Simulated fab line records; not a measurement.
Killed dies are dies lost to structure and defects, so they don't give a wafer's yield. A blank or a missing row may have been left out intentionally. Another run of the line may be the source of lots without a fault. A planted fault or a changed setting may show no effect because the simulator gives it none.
fab line records | flow nand_harc | part 1 of 2: steps 1 to 4 of 6
record: lots: 24 wafers: 72 last_day: 24
route steps=1159 shown P_STI@90 P_GATE@131 P_M0@268
lots with no fault: from the same line, run without faults
start_h: the number of hours between the record's first day and the start of the first shown wafer of the lot | wait_h: how many hours have passed since the lot's step before this one | " the same as in the row above | L1.1+2: a single row standing in for several wafers | - either no value or no given start | * or withheld: withheld | < > ~ a bound
route shown NAME@n: names a module that has steps shown in the file, with the first one's number in the route | usual: mean/standard deviation of fault-free wafers | same: alike in all rows | chamber/n: place in a boat | sites: each site's reading | _std_site: the standard deviation of these | _edge_site: outer sites' mean less inner sites' | radius_mm: how far each site lies from the wafer's centre | mask NAME#n: copy n | behind: the most recent tool/chamber to have shaped the wafer | hold: what put the lot on hold/how long, in hours/how the hold closed | device: the n, p or np transistor that did not switch | end of line: at the end of the route, the tests of the same wafers | where a step has no rows: the recipe by itself | killed: dies that structure and defects cost at the first sort, which is not the same as the wafer's yield | map: shows each die of a wafer: x if killed, . if not, _ if none is there
set.NAME: setting as actually run; set.NAME@STEP: the setting as run at that earlier step | model.NAME: the simulator's own value behind a step, which no gauge read
a sample of lots followed through the steps of the route, with each step as a table and each wafer as a row
services: the hour from which a tool's chamber was out of use, counted from the record's first day as start_h (under 0 if before that day), plus the number of hours and why
== steps ==
step: NHARC_P_STI_ETCH_15
recipe: target_depth_a: 3000 taper_deg: 4 time_s: 100.1 hbr_flow_sccm: 150 cl2_flow_sccm: 50 rf_w: 400 icp_w: 400 bias_w: 100 chemistry: HBr/Cl2
usual: drypump_motor_current_A: 5.65/0.24 oes_product_au: 1.001/0.011 throttle_valve_pct: 26.405/0.0088
columns lot.wafer tool chamber start_h wait_h drypump_motor_current_A oes_product_au rf_hours_counter_h throttle_valve_pct
L074.3 rie_si-03 0 35.60 - 6.31 0.988 0.3 26.390
L074.1 " 3 " " 5.64 1.011 0.3 26.408
L074.5 " 0 " " 6.31 1.002 - 26.403
L075.1 rie_si-05 1 41.30 - 5.76 1.008 0.8 26.416
L075.4 " 3 " " 5.82 1.018 1.1 26.399
L075.6 " 0 " " 5.32 1.001 - 26.418
L076.2 rie_si-01 0 49.69 - 5.85 1.001 0.6 26.411
L076.6 " 2 " " 5.87 1.010 - 26.416
L076.5 " 3 " " 5.56 1.001 - 26.413
L077.4 rie_si-05 3 53.41 - 5.75 1.014 1.1 26.399
L077.3 " 0 " " 5.32 0.994 1.1 26.410
L077.6 " 2 " " 5.30 1.010 - 26.406
L078.2 rie_si-05 2 61.16 - 5.31 1.026 1.2 26.402
L078.3 " 3 " " 5.74 1.010 1.2 26.403
L078.6 " 0 " " 5.33 0.984 - 26.403
L079.3 rie_si-01 0 65.72 - 5.89 1.004 0.7 26.405
L079.2 " 1 " " 5.51 1.000 0.7 26.406
L079.6 " 3 " " 5.54 1.010 - 26.400
L080.1 rie_si-05 1 75.01 - 5.76 0.998 0.0 26.396
L080.3 " 2 " " 5.33 0.991 0.0 26.399
L080.5 " 1 " " 5.77 0.982 - 26.387
L081.4 rie_si-01 0 75.21 - 5.89 0.978 0.8 26.410
L081.2 " 1 " " 5.52 0.997 0.8 26.404
L081.3 " 2 " " 5.85 1.018 0.8 26.417
L082.2 rie_si-01 1 83.47 - 5.54 0.999 0.8 26.408
L082.3 " 2 " " 5.89 1.021 0.8 26.413
L082.5 " 3 " " 5.56 0.996 - 26.410
L083.1 rie_si-05 3 89.54 - 5.75 1.030 0.1 26.411
L083.5 " 1 " " 5.76 1.003 - 26.399
L083.6 " 2 " " 5.28 1.002 - 26.400
L084.2 rie_si-01 3 95.48 - 5.53 1.011 1.1 26.423
L084.3 " 2 " " 5.87 1.009 0.9 26.385
L084.5 " 3 " " 5.56 1.008 - 26.416
L085.4 rie_si-01 1 103.20 - 5.51 0.995 0.9 26.405
L085.3 " 2 " " 5.89 1.009 1.0 26.387
L085.1 " 3 " " 5.55 1.005 1.2 26.412
L086.3 rie_si-01 0 107.84 - 5.94 0.978 1.1 26.406
L086.6 " 2 " " 5.89 1.009 - 26.393
L086.5 " 3 " " 5.52 1.006 - 26.407
L088.1 rie_si-05 0 119.23 - 5.31 1.006 0.3 26.408
L088.5 " 1 " " 5.76 0.984 - 26.392
L088.6 " 2 " " 5.29 0.986 - 26.411
L087.1 rie_si-01 2 119.23 - 5.90 0.996 1.1 26.416
L087.2 " 3 " " 5.56 1.006 1.3 26.400
L087.6 " 2 " " 5.88 1.003 - 26.403
L090.2 rie_si-03 3 127.95 - 5.65 1.007 0.8 26.399
L090.1 " 0 " " 6.30 1.006 0.9 26.402
L090.6 " 3 " " 5.64 1.008 - 26.409
L089.2 rie_si-05 0 128.11 - 5.33 0.999 0.4 26.415
L089.5 " 0 " " 5.33 1.005 - 26.408
L089.6 " 1 " " 5.76 0.995 - 26.407
L091.4 rie_si-01 3 137.65 - 5.53 0.993 0.0 26.414
L091.1 " 0 " " 5.86 0.998 0.0 26.399
L091.3 " 1 " " 5.53 1.016 0.0 26.422
L092.2 rie_si-05 3 144.10 - 5.78 1.013 0.4 26.411
L092.4 " 0 " " 5.30 1.000 0.5 26.398
L092.5 " 3 " " 5.79 1.013 - 26.398
L093.4 rie_si-01 1 149.28 - 5.53 1.008 0.1 26.401
L093.3 " 2 " " 5.85 1.008 0.1 26.407
L093.5 " 1 " " 5.54 1.009 - 26.416
L094.4 rie_si-05 0 158.29 - 5.33 1.007 0.6 26.405
L094.1 " 3 " " 5.76 1.016 0.6 26.407
L094.5 " 0 " " 5.30 0.993 - 26.404
L095.3 rie_si-01 0 158.46 - 5.89 1.000 0.2 26.393
L095.2 " 2 " " 5.90 0.996 0.2 26.418
L095.5 " 0 " " 5.95 0.997 - 26.424
L097.2 rie_si-01 2 169.96 - 5.87 1.009 0.3 26.392
L097.3 " 3 " " 5.55 0.997 0.3 26.402
L097.6 " 3 " " 5.54 1.006 - 26.394
L096.3 rie_si-05 1 169.99 - 5.71 0.991 0.8 26.409
L096.1 " 2 " " 5.31 0.988 0.7 26.404
L096.4 " 0 " " 5.30 1.011 0.8 26.406
step: NHARC_P_GATE_HM_DEP_102
recipe: target_thk_a: 1200 temp_c: 400 material: aC
usual: throttle_valve_pct: 35.000/0.01
columns lot.wafer tool chamber start_h wait_h throttle_valve_pct
L074.1 acl_dep-03 0 83.97 3.2 35.002
L074.3 " 0 " " 34.982
L074.5 " 0 " " 35.007
L075.1 acl_dep-01 0 93.13 0.6 34.996
L075.4 " 0 " " 35.006
L075.6 " 0 " " 35.007
L076.2 acl_dep-01 0 97.58 0.5 34.991
L076.5 " 0 " " 35.000
L076.6 " 0 " " 34.993
L077.3 acl_dep-02 0 97.64 0.6 35.003
L077.4 " 0 " " 34.987
L077.6 " 0 " " 34.993
L078.2 acl_dep-03 0 110.64 0.5 34.982
L078.3 " 0 " " 35.007
L078.6 " 0 " " 34.988
L079.2 acl_dep-03 0 111.28 1.1 35.003
L079.3 " 0 " " 34.975
L079.6 " 0 " " 34.992
L080.1 acl_dep-01 0 128.57 3.3 34.987
L080.3 " 0 " " 34.995
L080.5 " 0 " " 34.996
L081.2 acl_dep-02 0 129.00 3.7 35.015
L081.3 " 0 " " 34.986
L081.4 " 0 " " 34.985
L082.2 acl_dep-01 0 134.56 0.5 34.998
L082.3 " 0 " " 35.013
L082.5 " 0 " " 35.000
L083.1 acl_dep-02 0 145.14 0.6 35.001
L083.5 " 0 " " 34.999
L083.6 " 0 " " 35.005
L085.1 acl_dep-02 0 163.67 0.4 35.007
L085.3 " 0 " " 35.004
L085.4 " 0 " " 34.987
L084.2 acl_dep-02 0 164.42 1.2 35.003
L084.3 " 0 " " 35.014
L084.5 " 0 " " 34.989
L088.1 acl_dep-02 0 164.95 1.7 34.982
L088.5 " 0 " " 34.994
L088.6 " 0 " " 34.997
L087.1 acl_dep-01 0 165.12 1.8 35.008
L087.2 " 0 " " 35.014
L087.6 " 0 " " 35.001
L086.3 acl_dep-03 0 165.80 2.5 34.998
L086.5 " 0 " " 34.982
L086.6 " 0 " " 35.012
L090.1 acl_dep-03 0 177.73 1.4 34.992
L090.2 " 0 " " 34.994
L090.6 " 0 " " 34.996
L089.2 acl_dep-01 0 178.48 2.1 35.011
L089.5 " 0 " " 35.001
L089.6 " 0 " " 34.990
L091.1 acl_dep-02 0 190.01 2.9 34.997
L091.3 " 0 " " 35.014
L091.4 " 0 " " 34.992
L093.3 acl_dep-03 0 194.80 1.2 34.984
L093.4 " 0 " " 35.004
L093.5 " 0 " " 35.006
L092.2 acl_dep-01 0 195.22 1.6 35.004
L092.4 " 0 " " 34.991
L092.5 " 0 " " 34.999
L095.2 acl_dep-02 0 208.87 0.5 35.003
L095.3 " 0 " " 35.033
L095.5 " 0 " " 34.995
L094.1 acl_dep-03 0 209.03 0.6 34.980
L094.4 " 0 " " 34.997
L094.5 " 0 " " 35.002
L097.2 acl_dep-01 0 221.11 1.8 34.998
L097.3 " 0 " " 34.997
L097.6 " 0 " " 34.999
L096.1 acl_dep-01 0 221.64 2.3 34.989
L096.3 " 0 " " 34.998
L096.4 " 0 " " 35.004
step: NHARC_P_GATE_ETCH_114
recipe: target_depth_a: 300 overetch_a: 30 time_s: 16.5 ion_energy_ev: 100 cf4_flow_sccm: 80 o2_flow_sccm: 20 ar_flow_sccm: 0 rf_w: 300 bias_w: 100 chemistry: CF4/O2
usual: cf4_flow_sccm: 79.98/0.21 drypump_motor_current_A: 5.8/0.38 oes_o_777_au: 1.000/0.0046 oes_product_au: 1.001/0.013 rf_vpp_V: 198.2/1.3 showerhead_plenum_p_Torr: 1.36/0.044 throttle_valve_pct: 13.397/0.0086
columns lot.wafer tool chamber start_h wait_h cf4_flow_sccm drypump_motor_current_A oes_o_777_au oes_product_au rf_hours_counter_h rf_vpp_V showerhead_plenum_p_Torr throttle_valve_pct
L074.3 rie_diel-05 0 - - 79.70 5.4 0.994 0.999 14 199.0 1.37 13.408
L074.1 " 2 " " 80.17 6.4 1.001 1.011 15 195.4 1.28 13.390
L074.5 " 3 " " 79.72 5.4 0.998 1.011 - 196.8 1.33 13.404
L075.1 rie_diel-13 1 - - 79.88 5.6 0.996 0.999 57 200.0 1.42 13.412
L075.4 " 2 " " 80.53 6.0 0.995 1.011 52 199.6 1.42 13.393
L075.6 " 3 " " 80.05 5.6 1.001 1.000 - 199.4 1.42 13.394
L077.3 rie_diel-05 1 99.41 0.1 79.76 5.2 1.006 1.000 18 199.2 1.38 13.402
L077.4 " 2 " " 79.89 6.4 0.997 1.010 17 195.1 1.28 13.394
L077.6 " 1 " " 79.47 5.2 0.998 1.004 - 197.3 1.38 13.392
L076.2 rie_diel-05 2 - - 79.89 6.3 0.991 0.998 17 196.3 1.28 13.405
L076.5 " 2 " " 80.34 6.4 0.997 1.021 - 199.0 1.28 13.401
L076.6 " 3 " " 79.78 5.4 0.996 0.995 - 197.5 1.33 13.398
L078.2 rie_diel-07 1 - - 80.34 6.0 0.998 0.978 21 197.9 1.35 13.392
L078.3 " 3 " " 80.05 5.8 0.997 1.023 21 197.6 1.37 13.415
L078.6 " 0 " " 79.98 6.3 1.005 0.983 - 197.7 1.33 13.388
L079.3 rie_diel-05 0 - - 80.30 5.4 0.997 1.012 21 198.5 1.37 13.406
L079.2 " 2 " " 80.12 6.4 1.002 1.025 21 196.3 1.28 13.395
L079.6 " 1 " " 79.92 5.1 1.002 1.006 - 198.3 1.38 13.401
L080.1 rie_diel-13 1 - - 80.19 5.6 0.995 0.975 9 199.9 1.41 13.391
L080.3 " 3 " " 80.12 5.6 1.004 1.021 7 198.8 1.42 13.388
L080.5 " 2 " " 79.95 6.0 0.998 1.003 - 200.1 1.42 13.404
L081.2 rie_diel-07 0 - - 79.58 6.4 1.002 0.999 24 196.1 1.33 13.407
L081.3 " 1 " " 80.22 6.0 1.003 0.992 25 198.3 1.35 13.398
L081.4 " 3 " " 79.59 5.8 1.005 1.033 25 199.8 1.37 13.404
L082.3 rie_diel-05 2 - - 80.33 6.4 0.999 1.016 25 195.1 1.28 13.393
L082.2 " 3 " " 80.16 5.4 1.009 1.015 23 197.4 1.33 13.393
L082.5 " 0 " " 80.45 5.4 0.998 1.003 - 199.9 1.37 13.393
L083.1 rie_diel-13 1 - - 80.16 5.6 0.995 0.977 15 201.2 1.41 13.382
L083.5 " 3 " " 79.89 5.6 0.994 1.014 - 200.9 1.42 13.403
L083.6 " 0 " " 80.05 5.6 1.003 0.981 - 201.0 1.44 13.406
L085.4 rie_diel-07 3 - - 79.59 5.8 1.000 1.017 39 197.6 1.37 13.397
L085.3 " 0 " " 80.04 6.3 1.001 1.002 39 197.2 1.33 13.394
L085.1 " 1 " " 80.16 6.1 1.005 0.993 38 197.2 1.35 13.390
L084.2 rie_diel-07 2 - - 80.01 5.9 1.006 1.001 38 198.0 1.35 13.397
L084.3 " 0 " " 80.17 6.3 1.002 1.002 39 196.9 1.33 13.406
L084.5 " 2 " " 80.10 5.8 1.004 1.001 - 198.5 1.35 13.395
L088.1 rie_diel-13 1 - - 79.97 5.7 0.998 0.974 22 199.8 1.41 13.393
L088.5 " 3 " " 79.89 5.6 1.002 1.009 - 200.4 1.42 13.382
L088.6 " 0 " " 80.19 5.6 1.005 0.988 - 200.4 1.44 13.393
L086.3 rie_diel-13 1 - - 79.76 5.6 1.006 0.988 22 199.5 1.41 13.402
L086.5 " 0 " " 80.21 5.6 0.999 0.996 - 201.0 1.44 13.387
L086.6 " 1 " " 79.83 5.6 0.996 0.968 - 198.9 1.41 13.398
L087.2 rie_diel-07 1 - - 79.77 6.1 1.008 0.989 41 198.4 1.35 13.396
L087.1 " 2 " " 80.28 5.9 1.008 0.999 41 198.9 1.35 13.409
L087.6 " 1 " " 79.81 6.0 0.992 0.987 - 199.3 1.35 13.410
L089.2 rie_diel-05 1 - - 80.21 5.2 1.000 1.008 3 197.2 1.37 13.404
L089.6 " 3 " " 79.83 5.4 0.989 1.008 - 197.8 1.33 13.391
L089.5 " 0 " " 79.92 5.4 1.000 0.967 - 198.7 1.37 13.382
L090.1 rie_diel-07 3 - - 79.95 5.8 0.997 1.005 44 198.6 1.37 13.387
L090.2 " 0 " " 79.55 6.3 1.001 0.996 45 198.0 1.33 13.407
L090.6 " 1 " " 79.51 6.0 0.991 0.989 - 198.8 1.35 13.402
L091.1 rie_diel-05 1 - - 79.88 5.2 1.002 1.002 5 198.4 1.37 13.398
L091.3 " 2 " " 79.93 6.4 0.998 1.022 4 196.1 1.28 13.414
L091.4 " 3 " " 80.09 5.4 1.004 1.015 3 197.4 1.33 13.391
L093.3 rie_diel-05 1 - - 79.64 5.2 1.002 1.009 5 198.3 1.37 13.402
L093.4 " 2 " " 79.73 6.4 1.007 1.009 4 196.0 1.28 13.403
L093.5 " 1 " " 79.89 5.2 0.993 1.003 - 196.7 1.37 13.409
L092.2 rie_diel-05 1 - - 80.17 5.2 1.002 1.009 5 200.3 1.37 13.395
L092.4 " 0 " " 79.90 5.4 1.003 0.990 5 198.0 1.37 13.409
L092.5 " 2 " " 79.87 6.4 0.997 1.024 - 195.8 1.28 13.400
L095.2 rie_diel-07 3 - - 79.80 5.8 0.998 1.018 56 197.0 1.37 13.393
L095.3 " 1 " " 80.05 6.0 1.003 0.986 58 197.6 1.35 13.374
L095.5 " 0 " " 80.04 6.4 1.002 0.995 - 197.3 1.32 13.400
L094.4 rie_diel-07 2 - - 79.79 5.8 1.005 1.001 49 197.6 1.34 13.396
L094.1 " 3 " " 80.40 5.8 1.003 1.011 56 198.7 1.36 13.393
L094.5 " 0 " " 79.79 6.3 0.991 0.991 - 196.7 1.32 13.397
L097.3 rie_diel-07 3 - - 79.63 5.8 0.990 1.014 59 199.0 1.36 13.387
L097.2 " 0 " " 79.97 6.3 1.008 0.993 61 197.5 1.32 13.397
L097.6 " 3 " " 79.96 5.8 0.995 1.018 - 198.5 1.36 13.387
L096.3 rie_diel-13 1 - - 80.17 5.6 0.992 0.994 45 199.9 1.41 13.397
L096.4 " 3 " " 79.86 5.6 1.003 1.016 39 199.8 1.41 13.397
L096.1 " 0 " " 80.11 5.6 0.999 0.977 46 199.1 1.44 13.391
step: NHARC_P_GATE_DESCUM_48
recipe: time_s: 3 o2_flow_sccm: 200 ar_flow_sccm: 0 bias_power_w: 0 chemistry: O2
usual: drypump_motor_current_A: 5.8/0.4 oes_product_au: 1.001/0.014 rf_vpp_V: 57.9/0.87 showerhead_plenum_p_Torr: 1.95/0.065 throttle_valve_pct: 11.311/0.0087
columns lot.wafer tool chamber start_h wait_h drypump_motor_current_A oes_product_au rf_hours_counter_h rf_vpp_V showerhead_plenum_p_Torr throttle_valve_pct
L074.1 rie_diel-07 3 97.52 - 5.8 1.019 13 57.9 1.97 11.322
L074.3 " 1 " " 6.0 0.998 13 56.9 1.94 11.307
L074.5 " 0 " " 6.3 0.990 - 58.7 1.91 11.315
L075.1 rie_diel-07 0 106.86 - 6.3 0.984 17 59.1 1.91 11.301
L075.4 " 1 " " 6.1 0.988 18 58.8 1.94 11.302
L075.6 " 0 " " 6.3 0.991 - 57.9 1.91 11.314
L076.2 rie_diel-13 3 111.04 - 5.6 1.017 1 57.5 2.04 11.325
L076.5 " 1 " " 5.6 0.987 - 59.1 2.03 11.326
L076.6 " 2 " " 6.0 1.007 - 57.6 2.04 11.298
L077.3 rie_diel-13 2 111.18 - 6.0 0.995 1 58.0 2.04 11.303
L077.4 " 3 " " 5.6 1.021 1 56.9 2.04 11.298
L077.6 " 1 " " 5.6 0.981 - 57.7 2.03 11.317
L078.3 rie_diel-07 3 124.10 - 5.8 1.032 24 57.4 1.97 11.293
L078.2 " 0 " " 6.3 0.994 23 58.8 1.91 11.308
L078.6 " 2 " " 5.9 1.003 - 57.8 1.93 11.315
L079.3 rie_diel-05 1 124.75 - 5.2 1.002 22 58.4 1.97 11.315
L079.2 " 0 " " 5.4 1.009 22 59.0 1.97 11.315
L079.6 " 2 " " 6.4 1.014 - 57.7 1.83 11.324
L080.3 rie_diel-13 0 142.26 - 5.6 0.988 11 59.5 2.07 11.306
L080.1 " 1 " " 5.6 0.974 13 58.4 2.03 11.310
L080.5 " 0 " " 5.6 0.999 - 58.3 2.07 11.295
L081.4 rie_diel-07 2 142.46 - 5.9 1.008 29 55.7 1.93 11.301
L081.3 " 3 " " 5.8 1.008 30 57.5 1.97 11.299
L081.2 " 0 " " 6.3 1.001 30 60.2 1.90 11.304
L082.3 rie_diel-05 3 148.47 - 5.4 0.999 25 59.8 1.91 11.303
L082.2 " 0 " " 5.4 1.007 26 58.1 1.96 11.321
L082.5 " 3 " " 5.4 1.006 - 57.1 1.91 11.301
L083.1 rie_diel-07 2 159.10 - 5.8 1.008 35 58.4 1.93 11.306
L083.5 " 0 " " 6.3 1.008 - 56.8 1.90 11.315
L083.6 " 1 " " 6.1 0.999 - 56.8 1.94 11.312
L085.1 rie_diel-07 3 176.98 - 5.8 1.021 42 58.6 1.96 11.314
L085.4 " 0 " " 6.4 0.997 42 58.2 1.90 11.316
L085.3 " 1 " " 6.1 0.988 43 57.6 1.93 11.293
L084.3 rie_diel-05 3 178.19 - 5.4 0.999 2 58.4 1.91 11.308
L084.2 " 0 " " 5.4 0.970 2 57.9 1.96 11.305
L084.5 " 3 " " 5.4 1.005 - 57.4 1.91 11.330
L088.1 rie_diel-05 1 178.59 - 5.2 1.012 2 59.2 1.97 11.313
L088.5 " 2 " " 6.4 1.022 - 56.2 1.83 11.318
L088.6 " 3 " " 5.4 1.001 - 57.9 1.91 11.321
L086.3 rie_diel-13 3 183.28 - 5.6 1.014 26 58.2 2.03 11.308
L086.6 " 2 " " 6.0 0.999 - 59.3 2.03 11.303
L086.5 " 3 " " 5.6 1.013 - 59.1 2.03 11.308
L087.2 rie_diel-05 0 184.17 - 5.4 0.982 3 57.4 1.96 11.313
L087.1 " 2 " " 6.4 1.005 3 57.8 1.83 11.310
L087.6 " 0 " " 5.4 0.972 - 58.6 1.96 11.311
L089.2 rie_diel-07 1 192.44 - 6.1 0.988 51 57.1 1.93 11.316
L089.6 " 0 " " 6.3 0.998 - 57.5 1.90 11.301
L089.5 " 3 " " 5.8 1.026 - 57.8 1.96 11.311
L090.1 rie_diel-05 2 192.83 - 6.4 1.013 4 57.9 1.83 11.308
L090.2 " 3 " " 5.4 1.012 4 59.5 1.91 11.309
L090.6 " 0 " " 5.4 0.984 - 59.5 1.96 11.328
L091.4 rie_diel-05 2 203.70 - 6.4 1.024 6 57.0 1.83 11.315
L091.1 " 3 " " 5.4 1.014 5 56.3 1.91 11.321
L091.3 " 0 " " 5.4 0.991 6 57.8 1.96 11.317
L093.3 rie_diel-05 0 208.15 - 5.4 0.984 7 58.6 1.96 11.314
L093.4 " 2 " " 6.4 1.016 7 57.4 1.83 11.296
L093.5 " 3 " " 5.4 1.011 - 58.2 1.91 11.312
L092.2 rie_diel-05 0 210.17 - 5.4 0.985 7 57.6 1.96 11.290
L092.4 " 1 " " 5.2 1.013 8 59.1 1.97 11.307
L092.5 " 1 " " 5.2 1.007 - 58.2 1.97 11.306
L095.3 rie_diel-05 2 222.26 - 6.4 1.010 10 57.2 1.82 11.305
L095.2 " 3 " " 5.4 1.013 9 58.2 1.91 11.316
L095.5 " 2 " " 6.4 1.022 - 57.8 1.82 11.305
L094.4 rie_diel-13 0 222.73 - 5.6 0.995 46 58.4 2.06 11.314
L094.1 " 1 " " 5.6 0.991 45 59.3 2.02 11.309
L094.5 " 3 " " 5.6 1.026 - 58.7 2.03 11.312
L097.2 rie_diel-05 3 234.60 - 5.4 1.006 10 57.8 1.90 11.305
L097.3 " 2 " " 6.4 1.010 12 57.2 1.82 11.311
L097.6 " 2 " " 6.4 1.010 - 57.9 1.82 11.313
L096.3 rie_diel-13 2 235.27 - 6.0 0.986 45 57.7 2.02 11.304
L096.1 " 3 " " 5.6 0.994 43 57.6 2.02 11.332
L096.4 " 1 " " 5.6 0.992 48 58.6 2.02 11.317
